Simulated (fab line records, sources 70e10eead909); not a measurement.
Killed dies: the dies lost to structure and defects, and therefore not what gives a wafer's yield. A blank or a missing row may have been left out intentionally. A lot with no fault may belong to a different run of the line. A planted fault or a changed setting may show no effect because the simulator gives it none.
Chamber matching	flow nandHarc	4 sister chambers for NHARC_A_BLC_ETCH_16 on rieDiel-06
The step etches the open film in CF4, target depth 39 nm, time 65 s. 8 wafers are shown with their chamber, then 11 later ones without.

## WAFERS WITH THEIR CHAMBER
wafer	chamber	drypumpMotorCurrentA (A)	rfVppV (V)
L081.5	0	5.3	151.5
L083.2	1	5.6	152.4
L083.3	2	5.0	153.6
L083.6	2	5.0	152.1
L086.2	1	5.6	151.4
L086.4	3	5.8	148.7
L086.5	0	5.3	152.8
L092.2	3	5.7	150.7

## WAFERS MISSING THEIR CHAMBER
wafer	drypumpMotorCurrentA (A)	rfVppV (V)
L092.4	5.6	153.6
L092.6	5.6	152.5
L095.1	5.7	149.7
L095.4	5.6	153.0
L095.5	5.3	149.7
L094.2	5.6	150.4
L094.5	5.1	151.0
L094.6	5.7	150.2
L096.1	5.8	147.7
L096.5	5.6	151.7
L096.6	5.0	151.6

## WHICH CHAMBER EACH WENT THROUGH
wafer	from the rows above	in truth
L092.4	1	1
L092.6	1	1
L095.1	3	3
L095.4	1	1
L095.5	0	0
L094.2	1	1
L094.5	2	2
L094.6	can't be placed: 3 or 1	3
L096.1	3	3
L096.5	1	1
L096.6	2	2
Correctly placed: 10 of 11. From these rows, 1 cannot be placed; in 1 the true chamber is one of the candidates. Number placed wrongly: 0.
How it was worked out, from the rows above alone: a wafer's distance from a chamber is the root of the sum, over the readings, of the square of ((its reading less the chamber's mean) divided by the reading's scatter). If the next closest chamber is less than 2 further off than the closest, the wafer can't be placed; otherwise it belongs to the closest. A chamber's mean is the mean of its shown wafers. How the scatter is found: for the shown wafers, subtract from each reading the mean of its chamber, square and add these, divide the total by (wafers less chambers), then take the root.
